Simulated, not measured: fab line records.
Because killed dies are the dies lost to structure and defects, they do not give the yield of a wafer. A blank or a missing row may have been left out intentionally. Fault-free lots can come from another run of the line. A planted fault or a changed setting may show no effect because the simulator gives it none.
fab line records + flow nand-harc
record
- lots=6
- wafers=18
- last-day=32
route steps=1302 shown A_STAIRCASE@749
lots with no fault: from the same line, run without faults
start-h: start of the lot's first displayed wafer, in hours after the record's first day + wait-h: hours elapsed since this lot's preceding step + " repeats the value in the row above + L1.1+2: several wafers, shown together as one row + - value missing, or start not given + * or withheld: withheld + < > ~ a bound
route shown NAME@n: NAME is a module with steps in the file, n the number in the route of the first one + usual: the fault-free wafers' mean and standard deviation + same: alike in all rows + chamber/n: place in a boat + sites: readings site by site + _std_site: standard deviation of those values + _edge_site: inner sites' mean taken away from outer sites' mean + radius-mm: for every site, how far away it sits from the centre of the wafer + mask NAME#n: copy n + behind: the last tool/chamber to shape the wafer + hold: the reason the lot was held/the length of the hold in hours/how it ended + device: transistor that didn't switch, given as n, p or np + end of line: the route-end tests of the same wafers + where a step has no rows: the recipe by itself + killed: not the wafer's yield, but the dies lost to structure and defects at the first sort + map: shows each die of a wafer: x if killed, . if not, _ if none is there
set.NAME: the setting as run; set.NAME@STEP: as run at that earlier step + model.NAME: the simulator's own value behind a step, which no gauge read
lots at some steps of the route; a table a step, a row a wafer
services: a tool's chamber out of use, with start hour (start-h, from the record's first day; less than 0 if before it), hours out, and reason
## steps
# step NHARC_A_STAIRCASE_TRIM_235
# recipe
- time-s=211.2
- o2-flow-sccm=500
- ar-flow-sccm=0
- bias-w=0
- chemistry=O2
# usual
- drypump-motor-current-A=5.7/0.38
- mfc-ar-sccm=0.010/0.012
- oes-product-au=1.000/0.014
- rf-vpp-V=57.7/0.91
- showerhead-plenum-p-Torr=3.53/0.18
- throttle-valve-pct=17.036/0.0087
| lot.wafer | tool        | chamber | start-h | wait-h | drypump-motor-current-A | mfc-ar-sccm | oes-product-au | rf-hours-counter-h | rf-vpp-V | showerhead-plenum-p-Torr | throttle-valve-pct |
|-----------|-------------|---------|---------|--------|-------------------------|-------------|----------------|--------------------|----------|--------------------------|--------------------|
| L439.4    | rie-diel-04 | 3       | -       | -      | 5.2                     | 0           | 1.003          | 23                 | 56.9     | 3.31                     | 17.035             |
| L439.5    | "           | 0       | "       | "      | 5.5                     | 0           | 0.997          | -                  | 59.7     | 3.80                     | 17.017             |
| L439.6    | "           | 1       | "       | "      | 6.1                     | 0.023       | 0.985          | -                  | 58.7     | 3.76                     | 17.038             |
| L441.4    | rie-diel-04 | 0       | -       | -      | 5.5                     | 0           | 0.991          | 30                 | 58.1     | 3.79                     | 17.038             |
| L441.3    | "           | 2       | "       | "      | 5.4                     | 0           | 0.984          | 36                 | 57.1     | 3.49                     | 17.039             |
| L441.1    | "           | 3       | "       | "      | 5.2                     | 0           | 1.020          | 42                 | 56.8     | 3.30                     | 17.046             |
| L447.1    | rie-diel-03 | 1       | -       | -      | 5.3                     | 0           | 0.994          | 15                 | 58.2     | 3.41                     | 17.053             |
| L447.4    | "           | 2       | "       | "      | 6.1                     | 0.004       | 1.024          | 15                 | 58.0     | 3.80                     | 17.029             |
| L447.5    | "           | 3       | "       | "      | 6.3                     | 0.008       | 0.984          | -                  | 56.5     | 3.61                     | 17.036             |
| L448.4    | rie-diel-11 | 3       | -       | -      | 5.2                     | 0.009       | 1.003          | 22                 | 59.1     | 3.59                     | 17.041             |
| L448.5    | "           | 1       | "       | "      | 6.2                     | 0.036       | 1.011          | -                  | 57.2     | 3.41                     | 17.028             |
| L448.6    | "           | 2       | "       | "      | 5.7                     | 0.009       | 0.991          | -                  | 58.3     | 3.37                     | 17.047             |
| L449.4    | rie-diel-04 | 0       | -       | -      | 5.5                     | 0           | 1.001          | 54                 | 58.5     | 3.78                     | 17.038             |
| L449.6    | "           | 1       | "       | "      | 6.0                     | 0.023       | 0.981          | -                  | 57.8     | 3.74                     | 17.037             |
| L449.5    | "           | 2       | "       | "      | 5.5                     | 0           | 1.003          | -                  | 55.9     | 3.48                     | 17.029             |
| L454.2    | rie-diel-11 | 2       | -       | -      | 5.7                     | 0.009       | 0.976          | 51                 | 57.2     | 3.36                     | 17.037             |
| L454.6    | "           | 1       | "       | "      | 6.2                     | 0.036       | 1.020          | -                  | 55.7     | 3.40                     | 17.025             |
| L454.5    | "           | 2       | "       | "      | 5.7                     | 0.009       | 0.985          | -                  | 57.7     | 3.36                     | 17.033             |
# step NHARC_A_STAIRCASE_ETCH_236
# recipe
- target-depth-a=1000
- time-s=40.5
- ion-energy-ev=400
- c4f8-flow-sccm=20
- o2-flow-sccm=10
- ar-flow-sccm=withheld
- rf-w=600
- bias-w=1000
- chemistry=C4F8/O2
# usual
- oes-product-au=0.945/0.019
- rf-fwd-power-W=593.1/2.3
- rf-vpp-V=896/6.5
| lot.wafer | tool        | chamber | start-h | wait-h | oes-product-au | rf-fwd-power-W | rf-hours-counter-h | rf-vpp-V |
|-----------|-------------|---------|---------|--------|----------------|----------------|--------------------|----------|
| L439.4    | rie-diel-04 | 2       | -       | -      | 0.947          | 592.8          | 22                 | 893      |
| L439.5    | "           | 2       | "       | "      | 0.937          | 590.3          | -                  | 895      |
| L439.6    | "           | 3       | "       | "      | 0.951          | 591.5          | -                  | 888      |
| L441.1    | rie-diel-04 | 3       | -       | -      | 0.975          | 592.0          | 42                 | 889      |
| L441.4    | "           | 0       | "       | "      | 0.929          | 591.2          | 30                 | 906      |
| L441.3    | "           | 2       | "       | "      | 0.953          | 592.7          | 36                 | 895      |
| L447.4    | rie-diel-03 | 0       | -       | -      | 0.946          | 594.0          | 11                 | 903      |
| L447.1    | "           | 1       | "       | "      | 0.942          | 592.1          | 15                 | 890      |
| L447.5    | "           | 0       | "       | "      | 0.957          | 590.5          | -                  | 903      |
| L448.4    | rie-diel-11 | 2       | -       | -      | 0.937          | 592.9          | 24                 | 891      |
| L448.5    | "           | 0       | "       | "      | 0.952          | 593.5          | -                  | 888      |
| L448.6    | "           | 1       | "       | "      | 0.951          | 593.6          | -                  | 892      |
| L449.4    | rie-diel-03 | 2       | 536.36  | -      | 1.025          | 591.0          | 26                 | 905      |
| L449.5    | "           | 0       | "       | "      | 1.003          | 591.5          | -                  | 903      |
| L449.6    | "           | 1       | "       | "      | 0.996          | 596.7          | -                  | 892      |
| L454.2    | rie-diel-11 | 0       | -       | -      | 0.934          | 590.9          | 43                 | 886      |
| L454.6    | "           | 1       | "       | "      | 0.958          | 594.0          | -                  | 891      |
| L454.5    | "           | 2       | "       | "      | 0.921          | 598.3          | -                  | 890      |
# step NHARC_A_STAIRCASE_STRIP_238
# recipe
- power-w=1500
- temp-c=250
- chemistry=O2
# usual
- drypump-motor-current-A=6.05/0.12
- heater-power-w=333/31
| lot.wafer | tool            | chamber | start-h | wait-h | drypump-motor-current-A | heater-power-w | rf-hours-counter-h |
|-----------|-----------------|---------|---------|--------|-------------------------|----------------|--------------------|
| L439.4    | plasma-asher-02 | 0       | 434.81  | 0.2    | 5.82                    | 269            | -                  |
| L439.6    | "               | 0       | "       | "      | 5.82                    | 264            | -                  |
| L439.5    | "               | 1       | "       | "      | 6.09                    | 343            | -                  |
| L441.1    | plasma-asher-01 | 0       | 472.04  | 0.3    | 6.06                    | 342            | 22                 |
| L441.4    | "               | 1       | "       | "      | 6.12                    | 356            | -                  |
| L441.3    | "               | 0       | "       | "      | 6.06                    | 336            | -                  |
| L447.1    | plasma-asher-02 | 0       | 504.87  | 0.1    | 5.80                    | 265            | 12                 |
| L447.4    | "               | 0       | "       | "      | 5.80                    | 272            | -                  |
| L447.5    | "               | 1       | "       | "      | 6.10                    | 353            | -                  |
| L448.4    | plasma-asher-02 | 0       | 519.12  | 0.2    | 5.82                    | 266            | -                  |
| L448.6    | "               | 0       | "       | "      | 5.83                    | 277            | -                  |
| L448.5    | "               | 1       | "       | "      | 6.11                    | 358            | -                  |
| L449.4    | plasma-asher-01 | 0       | 536.62  | 0.2    | 6.06                    | 360            | -                  |
| L449.5    | "               | 0       | "       | "      | 6.09                    | 363            | -                  |
| L449.6    | "               | 1       | "       | "      | 6.12                    | 346            | -                  |
| L454.2    | plasma-asher-01 | 0       | 581.53  | 0.2    | 6.07                    | 361            | 10                 |
| L454.6    | "               | 0       | "       | "      | 6.08                    | 354            | -                  |
| L454.5    | "               | 1       | "       | "      | 6.11                    | 346            | -                  |
# step NHARC_A_STAIRCASE_STRIP_239
# recipe
- time-s=900
- temp-c=130
- chemistry=SPM
# step NHARC_A_STAIRCASE_PRECLEAN_240
# recipe
- time-s=*
- temp-c=50
- bath-age-min=0
- chemistry=SC1
# step NHARC_A_STAIRCASE_SRD_241
# step NHARC_A_STAIRCASE_DEHYDRATE_242
# recipe
- temp-c=150
- time-s=120
# step NHARC_A_STAIRCASE_HMDS_243
# recipe
- time-s=30
# step NHARC_A_STAIRCASE_COAT_244
# recipe
- spin-rpm=1200
# step NHARC_A_STAIRCASE_SOFTBAKE_245
# recipe
- temp-c=135
- time-s=170
# step NHARC_A_STAIRCASE_EBR_246
# step NHARC_A_STAIRCASE_EXPOSE_247
# recipe
- na=0.5
- dose-mj=25.34
- mask-id=SDS_1
# usual
- focus-offset-nm=0.0/0.52
| lot.wafer | tool           | chamber | start-h | wait-h | mask    | focus-offset-nm | model.A_STAIRCASE.overlay-x-nm |
|-----------|----------------|---------|---------|--------|---------|-----------------|--------------------------------|
| L439.4    | krf-scanner-01 | 0       | 435.87  | -      | SDS_1#0 | -0.2            | 69.73                          |
| L439.5    | "              | 0       | "       | "      | SDS_1#0 | -0.6            | 69.73                          |
| L439.6    | "              | 0       | "       | "      | SDS_1#0 | -0.3            | 69.73                          |
| L441.1    | krf-scanner-01 | 0       | 473.13  | -      | SDS_1#0 | -0.3            | 64.43                          |
| L441.3    | "              | 0       | "       | "      | SDS_1#0 | -0.5            | 64.43                          |
| L441.4    | "              | 0       | "       | "      | SDS_1#0 | 0.0             | 64.43                          |
| L447.1    | krf-scanner-03 | 0       | 506.01  | -      | SDS_1#0 | -0.4            | 0.2037                         |
| L447.4    | "              | 0       | "       | "      | SDS_1#0 | -0.4            | 0.2037                         |
| L447.5    | "              | 0       | "       | "      | SDS_1#0 | 0.4             | 0.2037                         |
| L448.4    | krf-scanner-02 | 0       | 520.19  | -      | SDS_1#0 | 0.9             | -5.122                         |
| L448.5    | "              | 0       | "       | "      | SDS_1#0 | -0.1            | -5.122                         |
| L448.6    | "              | 0       | "       | "      | SDS_1#0 | 0.5             | -5.122                         |
| L449.4    | krf-scanner-02 | 0       | 537.55  | -      | SDS_1#0 | -0.3            | 0.2463                         |
| L449.5    | "              | 0       | "       | "      | SDS_1#0 | 0.8             | 0.2463                         |
| L449.6    | "              | 0       | "       | "      | SDS_1#0 | 0.7             | 0.2463                         |
| L454.2    | krf-scanner-02 | 0       | 582.69  | -      | SDS_1#0 | 0.5             | -10.6                          |
| L454.5    | "              | 0       | "       | "      | SDS_1#0 | 0.8             | -10.6                          |
| L454.6    | "              | 0       | "       | "      | SDS_1#0 | 0.1             | -10.6                          |
# step NHARC_A_STAIRCASE_PEB_248
# recipe
- peb-temp-c=115
- peb-time-s=130
## services
| tool            | chamber | start-h | hours | kind   |
|-----------------|---------|---------|-------|--------|
| rie-diel-04     | 0       | 418.00  | -     | clean  |
| rie-diel-04     | 1       | 418.00  | -     | clean  |
| rie-diel-04     | 2       | 418.00  | -     | clean  |
| rie-diel-04     | 3       | 418.00  | -     | clean  |
| krf-scanner-01  | -       | 425.82  | 4.8   | repair |
| krf-scanner-02  | -       | 428.06  | 1.3   | repair |
| plasma-asher-01 | -       | 432.26  | 1.8   | repair |
| rie-diel-11     | -       | 434.79  | 9.0   | pm     |
| krf-scanner-02  | -       | 438.02  | 4.0   | pm     |
| rie-diel-04     | 0       | 442.51  | -     | clean  |
| rie-diel-04     | 1       | 442.51  | -     | clean  |
| rie-diel-04     | 2       | 442.51  | -     | clean  |
| rie-diel-04     | 3       | 442.51  | -     | clean  |
| plasma-asher-02 | -       | 447.84  | 9.0   | pm     |
| rie-diel-03     | -       | 458.59  | 9.0   | pm     |
| rie-diel-04     | 0       | 467.01  | -     | clean  |
| rie-diel-04     | 1       | 467.01  | -     | clean  |
| krf-scanner-01  | -       | 484.00  | 4.0   | pm     |
| plasma-asher-02 | -       | 513.49  | 2.5   | repair |
| rie-diel-03     | 2       | 517.55  | 7.5   | repair |
| plasma-asher-01 | -       | 519.00  | 9.0   | pm     |
| krf-scanner-01  | -       | 534.83  | 1.7   | repair |
| rie-diel-03     | 3       | 546.16  | 10.6  | repair |
| krf-scanner-03  | -       | 568.94  | 4.0   | pm     |
## key
first-sign none at tools or gauges
model-effect
- step=NHARC_A_STAIRCASE_EXPOSE_247
- value=A_STAIRCASE.overlay-x-nm
- without=-0.2905
- struck=67.08
met-at NHARC_A_STAIRCASE_EXPOSE_247
struck-wafers L439.4,L439.5,L439.6,L441.1,L441.3,L441.4
tester-left-out L439,L441
also-fits NHARC_A_STAIRCASE_ETCH_236:rie-diel-04
fault
- kind=scanner-matching-overlay
- tool=krf-scanner-01
- chamber=-
- onset-h=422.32
- steps=NHARC_A_STAIRCASE_EXPOSE_247
- offset=67.369
# tester-left-out: of these lots the tester's yield and bins aren't shown, on N5 and GAA mostly nor the transistor test; their killed dies are dies lost to structure and defects alone, not to doping, threshold or leakage, so they don't give the yield
